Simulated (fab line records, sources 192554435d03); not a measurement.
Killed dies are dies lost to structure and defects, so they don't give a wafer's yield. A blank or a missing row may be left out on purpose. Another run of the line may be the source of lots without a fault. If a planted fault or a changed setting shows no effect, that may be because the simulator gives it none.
Lot-split experiment / flow n5Finfet / route with 1938 steps; 7 lots, 39 wafers read

ABOUT THE SPLIT
At N5_HKMG_FIN_DEVELOP_48 (develop time 30 s), the setting developTimeS was moved away from the recipe's 30 s on 15 of the 39 wafers read, by -46.9% to +41.1%. For the rest of the wafers, this setting stayed at what the recipe calls for.

Split to reading: the file shows no intervening step.

THE READING
cdNm, in nm, at N5_HKMG_FIN_CD_MEAS_49 (target cd 202 nm). Fault-free wafers of this fab line usually give 202.0 nm, standard deviation 0.65 nm.

wafer=L076.1; tool, chamber at the split=lithoTrack-01, 0; developTimeS as run, s=30; against the recipe=recipe; cdNm, nm=201.5; against lot-mates on the recipe=-
wafer=L076.2; tool, chamber at the split=lithoTrack-01, 0; developTimeS as run, s=30; against the recipe=recipe; cdNm, nm=201.4; against lot-mates on the recipe=-
wafer=L076.3; tool, chamber at the split=lithoTrack-01, 0; developTimeS as run, s=30; against the recipe=recipe; cdNm, nm=201.0; against lot-mates on the recipe=-
wafer=L076.4; tool, chamber at the split=lithoTrack-01, 0; developTimeS as run, s=30; against the recipe=recipe; cdNm, nm=201.4; against lot-mates on the recipe=-
wafer=L076.5; tool, chamber at the split=lithoTrack-01, 0; developTimeS as run, s=30; against the recipe=recipe; cdNm, nm=201.9; against lot-mates on the recipe=-
wafer=L076.6; tool, chamber at the split=lithoTrack-01, 0; developTimeS as run, s=30; against the recipe=recipe; cdNm, nm=201.5; against lot-mates on the recipe=-
wafer=L080.2; tool, chamber at the split=lithoTrack-05, 0; developTimeS as run, s=30; against the recipe=recipe; cdNm, nm=200.8; against lot-mates on the recipe=-
wafer=L080.4; tool, chamber at the split=lithoTrack-05, 0; developTimeS as run, s=30; against the recipe=recipe; cdNm, nm=201.2; against lot-mates on the recipe=-
wafer=L080.6; tool, chamber at the split=lithoTrack-05, 0; developTimeS as run, s=30; against the recipe=recipe; cdNm, nm=201.3; against lot-mates on the recipe=-
wafer=L084.1; tool, chamber at the split=lithoTrack-05, 0; developTimeS as run, s=30; against the recipe=recipe; cdNm, nm=202.8; against lot-mates on the recipe=-
wafer=L084.2; tool, chamber at the split=lithoTrack-05, 0; developTimeS as run, s=30; against the recipe=recipe; cdNm, nm=201.9; against lot-mates on the recipe=-
wafer=L084.3; tool, chamber at the split=lithoTrack-05, 0; developTimeS as run, s=30; against the recipe=recipe; cdNm, nm=202.6; against lot-mates on the recipe=-
wafer=L084.4; tool, chamber at the split=lithoTrack-05, 0; developTimeS as run, s=21.66; against the recipe=-27.8%; cdNm, nm=201.6; against lot-mates on the recipe=-0.8
wafer=L084.5; tool, chamber at the split=lithoTrack-05, 0; developTimeS as run, s=21.66; against the recipe=-27.8%; cdNm, nm=201.9; against lot-mates on the recipe=-0.5
wafer=L084.6; tool, chamber at the split=lithoTrack-05, 0; developTimeS as run, s=21.66; against the recipe=-27.8%; cdNm, nm=200.7; against lot-mates on the recipe=-1.7
wafer=L087.1; tool, chamber at the split=lithoTrack-04, 0; developTimeS as run, s=42.33; against the recipe=+41.1%; cdNm, nm=204.2; against lot-mates on the recipe=+2.1
wafer=L087.2; tool, chamber at the split=lithoTrack-04, 0; developTimeS as run, s=42.33; against the recipe=+41.1%; cdNm, nm=203.7; against lot-mates on the recipe=+1.6
wafer=L087.3; tool, chamber at the split=lithoTrack-04, 0; developTimeS as run, s=30; against the recipe=recipe; cdNm, nm=202.2; against lot-mates on the recipe=-
wafer=L087.4; tool, chamber at the split=lithoTrack-04, 0; developTimeS as run, s=30; against the recipe=recipe; cdNm, nm=202.4; against lot-mates on the recipe=-
wafer=L087.5; tool, chamber at the split=lithoTrack-04, 0; developTimeS as run, s=30; against the recipe=recipe; cdNm, nm=201.6; against lot-mates on the recipe=-
wafer=L087.6; tool, chamber at the split=lithoTrack-04, 0; developTimeS as run, s=42.33; against the recipe=+41.1%; cdNm, nm=204.2; against lot-mates on the recipe=+2.1
wafer=L088.1; tool, chamber at the split=lithoTrack-04, 0; developTimeS as run, s=37.64; against the recipe=+25.5%; cdNm, nm=202.5; against lot-mates on the recipe=+1.2
wafer=L088.2; tool, chamber at the split=lithoTrack-04, 0; developTimeS as run, s=30; against the recipe=recipe; cdNm, nm=201.1; against lot-mates on the recipe=-
wafer=L088.3; tool, chamber at the split=lithoTrack-04, 0; developTimeS as run, s=30; against the recipe=recipe; cdNm, nm=201.1; against lot-mates on the recipe=-
wafer=L088.4; tool, chamber at the split=lithoTrack-04, 0; developTimeS as run, s=37.64; against the recipe=+25.5%; cdNm, nm=202.8; against lot-mates on the recipe=+1.5
wafer=L088.5; tool, chamber at the split=lithoTrack-04, 0; developTimeS as run, s=30; against the recipe=recipe; cdNm, nm=201.7; against lot-mates on the recipe=-
wafer=L088.6; tool, chamber at the split=lithoTrack-04, 0; developTimeS as run, s=37.64; against the recipe=+25.5%; cdNm, nm=202.5; against lot-mates on the recipe=+1.2
wafer=L091.1; tool, chamber at the split=lithoTrack-01, 0; developTimeS as run, s=30; against the recipe=recipe; cdNm, nm=203.0; against lot-mates on the recipe=-
wafer=L091.2; tool, chamber at the split=lithoTrack-01, 0; developTimeS as run, s=30; against the recipe=recipe; cdNm, nm=203.2; against lot-mates on the recipe=-
wafer=L091.3; tool, chamber at the split=lithoTrack-01, 0; developTimeS as run, s=15.93; against the recipe=-46.9%; cdNm, nm=199.9; against lot-mates on the recipe=-2.9
wafer=L091.4; tool, chamber at the split=lithoTrack-01, 0; developTimeS as run, s=30; against the recipe=recipe; cdNm, nm=202.3; against lot-mates on the recipe=-
wafer=L091.5; tool, chamber at the split=lithoTrack-01, 0; developTimeS as run, s=15.93; against the recipe=-46.9%; cdNm, nm=199.8; against lot-mates on the recipe=-3.0
wafer=L091.6; tool, chamber at the split=lithoTrack-01, 0; developTimeS as run, s=15.93; against the recipe=-46.9%; cdNm, nm=199.8; against lot-mates on the recipe=-3.0
wafer=L093.1; tool, chamber at the split=lithoTrack-04, 0; developTimeS as run, s=30; against the recipe=recipe; cdNm, nm=202.0; against lot-mates on the recipe=-
wafer=L093.2; tool, chamber at the split=lithoTrack-04, 0; developTimeS as run, s=22.78; against the recipe=-24.1%; cdNm, nm=200.5; against lot-mates on the recipe=-1.4
wafer=L093.3; tool, chamber at the split=lithoTrack-04, 0; developTimeS as run, s=22.78; against the recipe=-24.1%; cdNm, nm=201.2; against lot-mates on the recipe=-0.7
wafer=L093.4; tool, chamber at the split=lithoTrack-04, 0; developTimeS as run, s=22.78; against the recipe=-24.1%; cdNm, nm=200.3; against lot-mates on the recipe=-1.6
wafer=L093.5; tool, chamber at the split=lithoTrack-04, 0; developTimeS as run, s=30; against the recipe=recipe; cdNm, nm=201.6; against lot-mates on the recipe=-
wafer=L093.6; tool, chamber at the split=lithoTrack-04, 0; developTimeS as run, s=30; against the recipe=recipe; cdNm, nm=202.0; against lot-mates on the recipe=-

FIT RESULTS
A straight line over all 39 wafers: cdNm changes by +0.0416 nm for each +1% of developTimeS; r = +0.83; the points scatter about the line by 0.61 nm.
The same after taking each lot's own level away (the mean of its wafers on the recipe; 39 wafers): +0.0529 nm for each +1%; r = +0.95; scatter 0.37 nm.
According to that fit, moving developTimeS by its largest amount changes the reading by 2.5 nm.
Across the lots, their own levels run from 201.10 to 202.83 nm, a range of 2.7 times the standard deviation given above.
Thus the slope moves with the lot-to-lot level: the two fits are different.
Check: -2.43 nm against its lot-mates is what the line predicts for one of the wafers moved furthest among these (-46.9%) when that wafer is left out of the fit. Against them it came out at -2.93 nm.

THE WHOLE CHAIN: every reading that the file lists as answering this split, in the file's order
step=N5_HKMG_FIN_CD_MEAS_49; what it does=target cd 202 nm; reading=cdNm; change (the file's fit)=+0.0527 nm for each +1% of the setting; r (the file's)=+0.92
step=N5_HKMG_FIN_ETCH_54; what it does=etches SiARC in CF4, target depth 45.5 nm, time 75.8 s; reading=HKMG_FIN.cdOffsetNm (the simulator's own value, which no gauge read); change (the file's fit)=+0.0552 nm for each +1% of the setting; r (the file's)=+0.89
step=N5_HKMG_FIN_ETCH_55; what it does=etches SOC in N2/H2, target depth 240 nm, time 300 s; reading=HKMG_FIN.cdOffsetNm (the simulator's own value, which no gauge read); change (the file's fit)=+0.0572 nm for each +1% of the setting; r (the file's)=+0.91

THE FILE'S OWN FIT
cdNm changes by +0.0527 nm for each +1% of developTimeS, r = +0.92.
